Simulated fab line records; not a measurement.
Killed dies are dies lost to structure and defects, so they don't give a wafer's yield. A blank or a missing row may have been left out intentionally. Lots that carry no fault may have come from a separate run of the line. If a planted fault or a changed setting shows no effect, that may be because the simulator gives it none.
Lot-split experiment ; flow n5Finfet ; 21 wafers read from 7 lots, route of 1938 steps

ON THE SPLIT
At N5_FIN_SAQP_ETCH_65 (etches SiO2 in CF4, target depth 4 nm, time 4.4 s), the setting timeS was moved away from the recipe's 4.4 s on 4 of the 21 wafers read, by -18.2% to +14.7%. All remaining wafers had this setting at the recipe value.

The reading is taken at the split's own step.

THE READING
etch.depthNm (the simulator's own value, which no gauge read), in nm, at N5_FIN_SAQP_ETCH_65 (etches SiO2 in CF4, target depth 4 nm, time 4.4 s). No usual value for it is given in the file. The 17 wafers here that ran the recipe average 4.002 nm, standard deviation 0.072 nm.

wafer;tool, chamber at the split;timeS as run, s;against the recipe;etch.depthNm, nm;against lot-mates on the recipe
L074.1;rieSi-05, 0;4.4;recipe;4.02;-
L074.3;rieSi-05, 1;4.4;recipe;4.067;-
L074.5;rieSi-05, 3;4.4;recipe;3.976;-
L080.2;rieSi-05, 2;4.4;recipe;3.898;-
L080.5;rieSi-05, 3;3.598;-18.2%;3.263;-0.622
L080.6;rieSi-05, 2;4.4;recipe;3.872;-
L083.1;rieSi-04, 3;5.046;+14.7%;4.547;+0.535
L083.2;rieSi-04, 0;4.4;recipe;4.03;-
L083.5;rieSi-04, 1;4.4;recipe;3.994;-
L086.3;rieSi-05, 0;4.4;recipe;4.007;-
L086.4;rieSi-05, 3;4.4;recipe;3.98;-
L086.6;rieSi-05, 2;4.4;recipe;3.892;-
L091.1;rieSi-03, 1;4.151;-5.7%;3.918;-0.161
L091.2;rieSi-03, 3;4.151;-5.7%;3.732;-0.347
L091.5;rieSi-03, 0;4.4;recipe;4.079;-
L093.3;rieSi-03, 2;4.4;recipe;4.124;-
L093.5;rieSi-03, 0;4.4;recipe;4.068;-
L093.6;rieSi-03, 3;4.4;recipe;3.953;-
L097.3;rieSi-03, 3;4.4;recipe;3.947;-
L097.4;rieSi-03, 0;4.4;recipe;4.017;-
L097.6;rieSi-03, 1;4.4;recipe;4.111;-

FIT RESULTS
A straight line over all 21 wafers: etch.depthNm changes by +0.0384 nm for each +1% of timeS; r = +0.94; the points scatter about the line by 0.077 nm.
The same after taking each lot's own level away (the mean of its wafers on the recipe; 21 wafers): +0.036 nm for each +1%; r = +0.96; scatter 0.058 nm.
According to that fit, moving timeS by its largest amount changes the reading by 0.66 nm.
Measured against the standard deviation above, the lots' own levels, which go from 3.8850 to 4.0790 nm, span 2.7 times it.
So the lot-to-lot level changes the slope little: the two slopes agree.
Check: with one of the wafers moved furthest among these (-18.2%) left out of the fit, the line predicts -0.706 nm for it against its lot-mates. It came out at -0.622 nm against them.

FURTHER SPLITS ON THESE WAFERS
Before the reading, these wafers also passed through other splits. Each is held against what the fit with the lots' levels taken away leaves over:
other split on the same wafers;wafers away from the commonest value;r with etch.depthNm (lot level and that fit taken away)
N5_WELL_APT_EXPOSE_22 doseMj;7;-0.08
N5_WELL_APT_PEB_23 pebTempC;5;-0.11

THE FILE'S OWN FIT
etch.depthNm changes by +0.0356 nm for each +1% of timeS, r = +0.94.
